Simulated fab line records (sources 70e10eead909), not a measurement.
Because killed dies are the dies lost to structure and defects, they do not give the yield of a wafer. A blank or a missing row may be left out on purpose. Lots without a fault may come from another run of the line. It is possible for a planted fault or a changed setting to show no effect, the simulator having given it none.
fab line records    flow nand_harc
[record] lots = 12  wafers = 36  last_day = 23
route steps=1159 shown P_STI@73 END@1159
lots that met no fault: taken from a fault-free run of the same line
start_h: hours from the record's opening day to when the first of the lot's shown wafers began    wait_h: hours elapsed since this lot's preceding step    " as in the row above    L1.1+2: a row that stands for several wafers    - no value present, or no start provided    * or withheld: withheld    < > ~ a bound
route shown NAME@n: a module of which the file shows steps, and the number in the route of the first    usual: the fault-free wafers' mean and standard deviation    same: alike in all rows    chamber/n: place in a boat    sites: per-site readings    _std_site: the standard deviation of these    _edge_site: inner sites' mean taken away from outer sites' mean    radius_mm: for every site, how far away it sits from the centre of the wafer    mask NAME#n: copy n    behind: the most recent tool/chamber to have shaped the wafer    hold: the reason the lot was held/the length of the hold in hours/how it ended    device: names the non-switching transistor (n, p or np)    end of line: the tests these same wafers got at the end of their route    a step without rows: its recipe alone    killed: the dies lost at the first sort to structure and to defects; this is not the yield of the wafer    map: a wafer's dies, x killed, . not, _ none there
set.NAME: the setting the step ran with; set.NAME@STEP: the setting that earlier step ran with    model.NAME: the simulator's own value behind a step, which no gauge read
the route's steps for a sample of lots (tables are steps, rows are wafers)
services: from which hour (start_h, from the record's first day; less than 0 if before it) a tool's chamber was out of use, for how many hours, and why
[[steps]]
[step NHARC_P_STI_HM_DEP_30]
[recipe] target_thk_a = 800  temp_c = 790  pressure_mtorr = 300  time_s = 873  material = Si3N4
[usual] susceptor_temp_C = 790.0/0.36
lot.wafer  tool      chamber  start_h  wait_h  susceptor_temp_C
L861.2     lpcvd-01  1        31.34    3.6     790.0
L861.3     "         1        "        "       790.2
L861.5     "         1        "        "       790.3
L862.2     lpcvd-02  0        38.63    3.6     789.7
L862.3     "         0        "        "       790.0
L862.4     "         0        "        "       789.7
L866.1     lpcvd-02  1        62.56    3.6     790.4
L866.5     "         1        "        "       790.6
L866.6     "         1        "        "       790.5
L867.4     lpcvd-02  1        70.19    3.6     790.2
L867.5     "         1        "        "       790.1
L867.6     "         1        "        "       790.3
L869.1     lpcvd-01  0        79.31    3.6     790.4
L869.4     "         0        "        "       789.8
L869.5     "         0        "        "       789.7
L870.1     lpcvd-01  1        87.18    3.6     790.5
L870.2     "         1        "        "       790.0
L870.6     "         1        "        "       789.3
L872.2     lpcvd-01  1        98.66    3.6     790.2
L872.3     "         1        "        "       790.1
L872.6     "         1        "        "       790.2
L874.4     lpcvd-01  0        109.06   3.6     790.0
L874.5     "         0        "        "       790.0
L874.6     "         0        "        "       790.5
L875.2     lpcvd-01  1        114.85   3.6     790.0
L875.4     "         1        "        "       789.9
L875.5     "         1        "        "       790.1
L876.1     lpcvd-02  1        122.12   3.6     789.5
L876.3     "         1        "        "       789.8
L876.4     "         1        "        "       789.4
L877.3     lpcvd-01  1        130.09   3.6     790.2
L877.5     "         1        "        "       790.1
L877.6     "         1        "        "       790.0
L878.4     lpcvd-01  0        130.09   3.6     789.7
L878.5     "         0        "        "       789.7
L878.6     "         0        "        "       789.8
[step NHARC_P_STI_OVL_MEAS_10]
[usual] overlay_x_nm = -1/8.8  overlay_y_nm = 1/5.9
lot.wafer  tool        chamber  start_h  wait_h  overlay_x_nm  overlay_y_nm
L861.2     overlay-02  -        35.52    -       2             -4
L861.3     "           -        "        "       1             -4
L861.5     "           -        "        "       1             -4
L862.2     overlay-01  -        42.76    -       9             5
L862.3     "           -        "        "       9             5
L862.4     "           -        "        "       9             5
L866.1     overlay-02  -        66.61    -       -5            5
L866.5     "           -        "        "       -5            4
L866.6     "           -        "        "       -5            4
L867.4     overlay-01  -        74.34    -       -2            -3
L867.5     "           -        "        "       -1            -3
L867.6     "           -        "        "       -1            -3
L869.1     overlay-01  -        83.35    -       8             7
L869.4     "           -        "        "       8             8
L869.5     "           -        "        "       8             8
L870.1     overlay-02  -        91.43    -       2             8
L870.2     "           -        "        "       2             8
L870.6     "           -        "        "       2             8
L872.2     overlay-02  -        102.90   -       13            -6
L872.3     "           -        "        "       13            -5
L872.6     "           -        "        "       13            -6
L874.4     overlay-01  -        113.26   -       0             3
L874.5     "           -        "        "       0             3
L874.6     "           -        "        "       0             3
L875.2     overlay-02  -        118.89   -       -17           -1
L875.4     "           -        "        "       -17           -1
L875.5     "           -        "        "       -17           -1
L876.1     overlay-01  -        126.17   -       1             -4
L876.3     "           -        "        "       1             -5
L876.4     "           -        "        "       1             -5
L877.3     overlay-02  -        134.14   -       -4            5
L877.5     "           -        "        "       -4            5
L877.6     "           -        "        "       -4            5
L878.4     overlay-02  -        134.33   -       0             0
L878.5     "           -        "        "       0             0
L878.6     "           -        "        "       1             0
[step NHARC_P_STI_INSPECT_11]
[usual] raw_defect_count = 6.1/2.8
lot.wafer  tool               chamber  start_h  wait_h  raw_defect_count
L861.2     defect_inspect-02  -        35.56    0.0     5
L861.3     "                  -        "        "       4
L861.5     "                  -        "        "       3
L862.2     defect_inspect-01  -        42.80    0.0     5
L862.3     "                  -        "        "       7
L862.4     "                  -        "        "       4
L866.1     defect_inspect-02  -        66.65    0.0     7
L866.5     "                  -        "        "       5
L866.6     "                  -        "        "       6
L867.4     defect_inspect-01  -        74.38    0.0     7
L867.5     "                  -        "        "       3
L867.6     "                  -        "        "       5
L869.1     defect_inspect-01  -        83.38    0.0     9
L869.4     "                  -        "        "       8
L869.5     "                  -        "        "       5
L870.1     defect_inspect-02  -        91.47    0.0     5
L870.2     "                  -        "        "       6
L870.6     "                  -        "        "       3
L872.2     defect_inspect-01  -        102.94   0.0     10
L872.3     "                  -        "        "       4
L872.6     "                  -        "        "       7
L874.4     defect_inspect-01  -        113.30   0.0     11
L874.5     "                  -        "        "       10
L874.6     "                  -        "        "       9
L875.2     defect_inspect-01  -        118.93   0.0     3
L875.4     "                  -        "        "       3
L875.5     "                  -        "        "       5
L876.1     defect_inspect-02  -        126.21   0.0     6
L876.3     "                  -        "        "       1
L876.4     "                  -        "        "       7
L877.3     defect_inspect-02  -        134.18   0.0     354
L877.5     "                  -        "        "       330
L877.6     "                  -        "        "       286
L878.4     defect_inspect-02  -        134.37   0.0     300
L878.5     "                  -        "        "       299
L878.6     "                  -        "        "       295
[step NHARC_P_STI_DESCUM_14]
[recipe] time_s = 3  o2_flow_sccm = 200  ar_flow_sccm = 0  bias_power_w = 0  chemistry = O2
[usual] drypump_motor_current_A = 5.6/0.39  oes_product_au = 0.994/0.013  rf_vpp_V = 57.6/0.92  showerhead_plenum_p_Torr = 1.87/0.091  throttle_valve_pct = 11.310/0.0086
lot.wafer  tool         chamber  start_h  wait_h  drypump_motor_current_A  oes_product_au  rf_hours_counter_h  rf_vpp_V  showerhead_plenum_p_Torr  throttle_valve_pct
L861.2     rie_diel-03  3        35.71    -       5.8                      1.015           5.2                 57.5      2.04                      11.309
L861.3     "            1        "        "       5.1                      1.010           5.0                 59.9      2.01                      11.305
L861.5     "            2        "        "       5.7                      1.005           -                   57.1      1.97                      11.319
L862.2     rie_diel-05  3        42.94    -       5.5                      1.006           0.7                 57.6      1.81                      11.306
L862.4     "            0        "        "       5.5                      0.988           0.6                 58.6      2.03                      11.314
L862.3     "            2        "        "       5.7                      0.987           0.6                 57.6      1.87                      11.294
L866.1     rie_diel-02  3        66.81    -       5.1                      0.966           3.0                 56.6      1.79                      11.303
L866.5     "            0        "        "       5.7                      1.009           -                   56.2      1.80                      11.307
L866.6     "            1        "        "       5.2                      1.004           -                   57.0      1.80                      11.299
L867.4     rie_diel-02  1        74.52    -       5.2                      1.004           4.7                 58.9      1.80                      11.314
L867.6     "            0        "        "       5.7                      1.004           -                   56.0      1.80                      11.319
L867.5     "            1        "        "       5.2                      1.005           -                   56.1      1.80                      11.296
L869.4     rie_diel-02  3        83.53    -       5.1                      0.973           4.5                 57.1      1.79                      11.304
L869.1     "            0        "        "       5.7                      1.008           5.6                 57.0      1.79                      11.305
L869.5     "            2        "        "       6.4                      0.980           -                   57.8      1.83                      11.325
L870.1     rie_diel-03  1        91.61    -       5.1                      1.005           1.6                 56.2      2.01                      11.319
L870.2     "            3        "        "       5.8                      1.011           1.4                 58.1      2.04                      11.320
L870.6     "            0        "        "       5.8                      0.996           -                   57.2      1.83                      11.318
L872.3     rie_diel-03  2        103.07   -       5.6                      0.985           1.9                 57.6      1.97                      11.315
L872.2     "            0        "        "       5.8                      1.002           1.7                 58.5      1.83                      11.313
L872.6     "            3        "        "       5.8                      1.022           -                   59.1      2.04                      11.306
L874.4     rie_diel-05  3        113.44   -       5.6                      0.987           2.5                 57.2      1.81                      11.311
L874.6     "            2        "        "       5.7                      1.014           -                   57.6      1.87                      11.317
L874.5     "            3        "        "       5.6                      0.988           -                   56.4      1.81                      11.306
L875.2     rie_diel-02  3        119.07   -       5.1                      0.967           6.9                 56.9      1.79                      11.314
L875.4     "            0        "        "       5.7                      0.989           7.8                 55.6      1.79                      11.313
L875.5     "            3        "        "       5.1                      0.968           -                   56.9      1.79                      11.301
L876.4     rie_diel-05  0        126.36   -       5.5                      0.993           2.8                 58.1      2.03                      11.312
L876.1     "            1        "        "       5.9                      1.002           2.7                 56.9      1.94                      11.311
L876.3     "            2        "        "       5.7                      0.991           2.7                 58.1      1.87                      11.299
L877.3     rie_diel-03  3        134.33   -       5.8                      1.013           3.0                 58.6      2.04                      11.327
L877.5     "            2        "        "       5.7                      0.983           -                   57.9      1.96                      11.314
L877.6     "            3        "        "       5.8                      1.023           -                   58.2      2.04                      11.316
L878.4     rie_diel-02  1        134.50   -       5.2                      0.998           8.8                 57.7      1.79                      11.313
L878.5     "            1        "        "       5.2                      0.997           -                   55.4      1.79                      11.324
L878.6     "            2        "        "       6.5                      0.980           -                   55.7      1.83                      11.310
[step NHARC_P_STI_ETCH_42]
[recipe] target_depth_a = 800  overetch_a = 240  time_s = 61  ion_energy_ev = 200  n2_flow_sccm = 150  h2_flow_sccm = 150  ar_flow_sccm = 0  rf_w = 400  bias_w = 150  chemistry = N2/H2
[usual] drypump_motor_current_A = 5.6/0.39  n2_flow_sccm = 150.0/0.46  oes_product_au = 0.994/0.015  rf_vpp_V = 429.3/2.9  showerhead_plenum_p_Torr = 2.00/0.1  throttle_valve_pct = 14.171/0.0088
lot.wafer  tool         chamber  start_h  wait_h  drypump_motor_current_A  n2_flow_sccm  oes_product_au  rf_hours_counter_h  rf_vpp_V  showerhead_plenum_p_Torr  throttle_valve_pct
L861.2     rie_diel-03  3        35.79    0.1     5.8                      149.9         1.018           5.3                 434.1     2.18                      14.170
L861.3     "            0        "        "       5.8                      150.9         1.000           5.2                 428.2     1.94                      14.171
L861.5     "            2        "        "       5.7                      150.2         0.990           -                   433.0     2.10                      14.177
L862.3     rie_diel-05  2        43.02    0.1     5.7                      149.3         0.982           0.6                 429.2     1.99                      14.161
L862.4     "            0        "        "       5.5                      150.2         0.975           0.6                 434.3     2.17                      14.178
L862.2     "            1        "        "       5.9                      150.1         0.985           0.5                 432.3     2.07                      14.168
L866.1     rie_diel-02  1        66.88    0.1     5.2                      150.0         0.999           4.1                 426.4     1.91                      14.183
L866.5     "            3        "        "       5.1                      150.8         0.967           -                   426.7     1.91                      14.176
L866.6     "            0        "        "       5.7                      150.3         0.995           -                   427.3     1.91                      14.159
L867.4     rie_diel-02  0        74.60    0.1     5.7                      150.3         1.004           5.1                 427.1     1.91                      14.169
L867.5     "            3        "        "       5.1                      149.8         0.975           -                   425.5     1.91                      14.175
L867.6     "            0        "        "       5.7                      150.6         1.003           -                   426.8     1.91                      14.165
L869.1     rie_diel-02  2        83.62    0.1     6.4                      150.0         0.991           5.3                 428.4     1.95                      14.173
L869.4     "            3        "        "       5.1                      150.0         0.975           4.5                 426.8     1.91                      14.176
L869.5     "            1        "        "       5.2                      150.2         1.009           -                   426.5     1.91                      14.166
L870.2     rie_diel-03  3        91.69    0.1     5.8                      149.6         1.006           1.4                 435.3     2.18                      14.159
L870.1     "            1        "        "       5.1                      150.4         0.998           1.6                 434.5     2.15                      14.186
L870.6     "            0        "        "       5.8                      150.0         1.005           -                   428.6     1.94                      14.176
L872.2     rie_diel-03  3        103.22   0.1     5.8                      149.4         1.024           1.8                 434.5     2.18                      14.178
L872.3     "            0        "        "       5.9                      149.1         0.992           1.7                 428.5     1.94                      14.156
L872.6     "            3        "        "       5.9                      149.4         1.022           -                   434.0     2.18                      14.159
L874.4     rie_diel-05  2        113.53   0.1     5.7                      149.6         0.992           2.4                 429.4     1.99                      14.173
L874.6     "            3        "        "       5.6                      150.8         0.975           -                   427.0     1.93                      14.174
L874.5     "            0        "        "       5.5                      150.5         0.990           -                   434.1     2.17                      14.178
L875.4     rie_diel-02  0        119.16   0.1     5.7                      149.2         0.987           7.8                 426.8     1.91                      14.184
L875.2     "            1        "        "       5.2                      150.5         1.016           7.7                 426.6     1.91                      14.176
L875.5     "            0        "        "       5.7                      149.2         1.005           -                   427.6     1.91                      14.180
L876.1     rie_diel-05  0        126.44   0.1     5.5                      149.9         0.988           2.8                 434.0     2.17                      14.178
L876.4     "            1        "        "       5.9                      150.4         0.995           2.7                 430.5     2.07                      14.174
L876.3     "            3        "        "       5.6                      150.2         0.992           2.9                 428.3     1.93                      14.190
L877.3     rie_diel-03  2        134.40   0.1     5.7                      149.8         0.976           3.2                 433.2     2.10                      14.176
L877.6     "            2        "        "       5.7                      149.7         0.983           -                   431.2     2.10                      14.156
L877.5     "            3        "        "       5.8                      149.9         1.030           -                   434.7     2.18                      14.166
L878.4     rie_diel-02  2        134.60   0.1     6.5                      149.6         0.984           9.0                 428.5     1.95                      14.173
L878.5     "            3        "        "       5.1                      150.2         0.971           -                   426.1     1.90                      14.168
L878.6     "            0        "        "       5.7                      150.3         0.993           -                   428.1     1.91                      14.162
[step NHARC_END_SORT_01]
[recipe] temp_c = 25
[usual] killed_at_array = 26/9.7  killed_at_other = 1.0/1.2  killed_at_periphery = 3.9/2.6  killed_dies = 31/9.7  killed_open = 3.2/1.8  killed_short = 2.0/1.3
[same] gross_dies = 677
lot.wafer  tool       chamber  start_h  wait_h  killed_at_array  killed_at_other  killed_at_periphery  killed_dies  killed_open  killed_short
L862.2     prober-01  0        453.71   2.8     17               2                2                    21           1            1
L862.3     prober-01  0        454.52   3.1     23               1                3                    27           2            3
L862.4     prober-01  0        455.33   3.4     23               2                1                    26           3            2
L874.4     prober-01  0        514.34   3.4     38               0                5                    43           2            2
L874.5     prober-01  0        515.15   3.7     33               0                7                    40           0            0
L874.6     prober-01  0        515.96   4.1     33               0                7                    40           5            1
L877.3     prober-01  0        543.76   3.1     26               1                71                   98           2            0
L877.5     prober-01  0        545.34   3.7     30               1                70                   101          3            1
L877.6     prober-01  0        546.13   4.0     34               2                72                   108          2            2
L878.4     prober-02  0        544.65   3.4     16               1                86                   103          3            4
L878.5     prober-02  0        545.46   3.7     12               0                74                   86           1            2
L878.6     prober-02  0        546.26   4.0     19               0                83                   102          9            3
// killed by level:class
L862.2 A_CHANNEL_HOLE_D1:chamber_film_flake=11 A_STAIRCASE:chamber_film_flake=3 THIN_TSV:chamber_film_flake=2 P_M0:geometric_particle:short=1 A_ONON_D1:geometric_particle:open=1 P_GATE:chamber_film_flake=1 A_CHANNEL_FILL_D1:chamber_film_flake=1 A_SLIT:chamber_film_flake=1
L862.3 A_CHANNEL_HOLE_D1:chamber_film_flake=12 A_WL_FILL:geometric_particle:short=2 A_ZERO_WELL:chamber_film_flake=2 A_STAIRCASE:chamber_film_flake=2 A_SLIT:chamber_film_flake=2 P_M0:geometric_particle:open=1 A_CHANNEL_FILL_D1:geometric_particle:short=1 A_WL_FILL:geometric_particle:open=1
L862.4 A_CHANNEL_HOLE_D1:chamber_film_flake=11 A_STAIRCASE:chamber_film_flake=4 A_CONTACT:geometric_particle:open=2 THIN_TSV:chamber_film_flake=2 P_M0:geometric_particle:short=1 A_CHANNEL_FILL_D1:geometric_particle:short=1 A_M0:geometric_particle:open=1 A_CHANNEL_FILL_D1:chamber_film_flake=1
L874.4 A_CHANNEL_HOLE_D1:chamber_film_flake=20 A_CONTACT:chamber_film_flake=7 A_STAIRCASE:chamber_film_flake=6 P_ZERO_WELL:chamber_film_flake=3 A_M0:geometric_particle:open=2 P_STI:chamber_film_flake=2 A_CHANNEL_FILL_D1:geometric_particle:short=1 A_WL_FILL:geometric_particle:short=1
L874.5 A_CHANNEL_HOLE_D1:chamber_film_flake=15 A_CONTACT:chamber_film_flake=10 A_STAIRCASE:chamber_film_flake=7 P_CONTACT:chamber_film_flake=4 P_ZERO_WELL:chamber_film_flake=1 P_STI:chamber_film_flake=1 P_GATE:chamber_film_flake=1 A_WL_FILL:chamber_film_flake=1
L874.6 A_CHANNEL_HOLE_D1:chamber_film_flake=14 A_STAIRCASE:chamber_film_flake=8 P_ZERO_WELL:chamber_film_flake=4 A_CONTACT:chamber_film_flake=4 A_CONTACT:geometric_particle:open=2 P_M0:geometric_particle:open=1 P_M1:geometric_particle:short=1 A_CHANNEL_FILL_D1:geometric_particle:open=1
L877.3 P_STI:unspecified=69 A_CHANNEL_HOLE_D1:chamber_film_flake=15 A_SLIT:chamber_film_flake=8 A_WL_FILL:chamber_film_flake=2 A_BLC:geometric_particle:open=1 STARTING-WAFER:geometric_particle:open=1 P_ZERO_WELL:chamber_film_flake=1 P_M2:chamber_film_flake=1
L878.4 P_STI:unspecified=80 P_M2:chamber_film_flake=4 A_CHANNEL_HOLE_D1:chamber_film_flake=3 A_STAIRCASE:chamber_film_flake=3 A_WL_FILL:chamber_film_flake=2 A_CONTACT:chamber_film_flake=2 P_CONTACT:geometric_particle:short=1 P_M0:geometric_particle:short=1
L877.5 P_STI:unspecified=69 A_SLIT:chamber_film_flake=14 A_CHANNEL_HOLE_D1:chamber_film_flake=11 A_ONON_D1:geometric_particle:short=1 A_WL_FILL:geometric_particle:open=1 A_CONTACT:geometric_particle:open=1 A_M1:geometric_particle:open=1 P_ZERO_WELL:chamber_film_flake=1
L878.5 P_STI:unspecified=71 A_CHANNEL_HOLE_D1:chamber_film_flake=7 P_GATE:chamber_film_flake=2 P_M1:geometric_particle:open=1 A_ONON_D1:geometric_particle:short=1 A_CHANNEL_HOLE_D1:geometric_particle:short=1 A_STAIRCASE:chamber_film_flake=1 A_SLIT:chamber_film_flake=1
L877.6 P_STI:unspecified=67 A_CHANNEL_HOLE_D1:chamber_film_flake=15 A_SLIT:chamber_film_flake=12 P_M2:chamber_film_flake=4 A_WL_FILL:chamber_film_flake=3 A_CHANNEL_FILL_D1:geometric_particle:short=2 THIN_TSV:chamber_film_flake=2 A_CHANNEL_FILL_D1:geometric_particle:open=1
L878.6 P_STI:unspecified=74 P_M2:chamber_film_flake=8 A_CONTACT:geometric_particle:open=3 A_CHANNEL_HOLE_D1:chamber_film_flake=3 A_SLIT:chamber_film_flake=3 A_BLC:geometric_particle:open=2 P_CONTACT:geometric_particle:open=1 A_ONON_D1:geometric_particle:short=1
[[services]]
tool         chamber  start_h  hours  kind
rie_diel-02  1        18.99    3.9    repair
rie_diel-05  3        30.46    1.9    repair
rie_diel-02  0        31.70    -      clean
rie_diel-02  1        31.70    -      clean
rie_diel-02  2        31.70    -      clean
rie_diel-02  3        31.70    -      clean
rie_diel-03  -        38.30    9.0    pm
rie_diel-02  0        56.20    -      clean
rie_diel-02  1        56.20    -      clean
rie_diel-02  2        56.20    -      clean
rie_diel-02  3        56.20    -      clean
rie_diel-02  0        80.70    -      clean
rie_diel-02  1        80.70    -      clean
rie_diel-02  2        80.70    -      clean
rie_diel-02  3        80.70    -      clean
rie_diel-02  -        93.07    0.2    repair
rie_diel-02  0        105.20   -      clean
rie_diel-02  1        105.20   -      clean
rie_diel-02  2        105.20   -      clean
rie_diel-02  3        105.20   -      clean
rie_diel-02  3        127.21   4.0    repair
rie_diel-02  0        129.70   -      clean
rie_diel-02  1        129.70   -      clean
rie_diel-02  2        129.70   -      clean
[[key]]
[first_sign] step = NHARC_P_STI_INSPECT_11  reading = raw_defect_count  direction = up  sigmas = 99+  usual = 6.1  struck = 310.7
[effect] step = NHARC_END_SORT_01  reading = killed_at_periphery  direction = up  sigmas = 28  usual = 3.9  struck = 76
[more_kills_born_at] NHARC_P_STI_HM_DEP_30@lpcvd-01 = 430
met_at NHARC_P_STI_HM_DEP_30
struck_lots L877,L878
tester_left_out L877,L878
not_acting_at NHARC_P_STI_OVL_MEAS_10,NHARC_P_STI_DESCUM_14,NHARC_P_STI_ETCH_42
onset_between 114.85 130.09
also_fits time
[fault] kind = chamber_particle_source  tool = lpcvd-01  chamber = -  onset_h = 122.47  steps = NHARC_P_STI_HM_DEP_30  rate_per_visit_cm2 = 0.45519  end_h = 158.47
// tester_left_out: of these lots the tester's yield and bins aren't shown, on N5 and GAA mostly nor the transistor test; their killed dies are dies lost to structure and defects alone, not to doping, threshold or leakage, so they don't give the yield
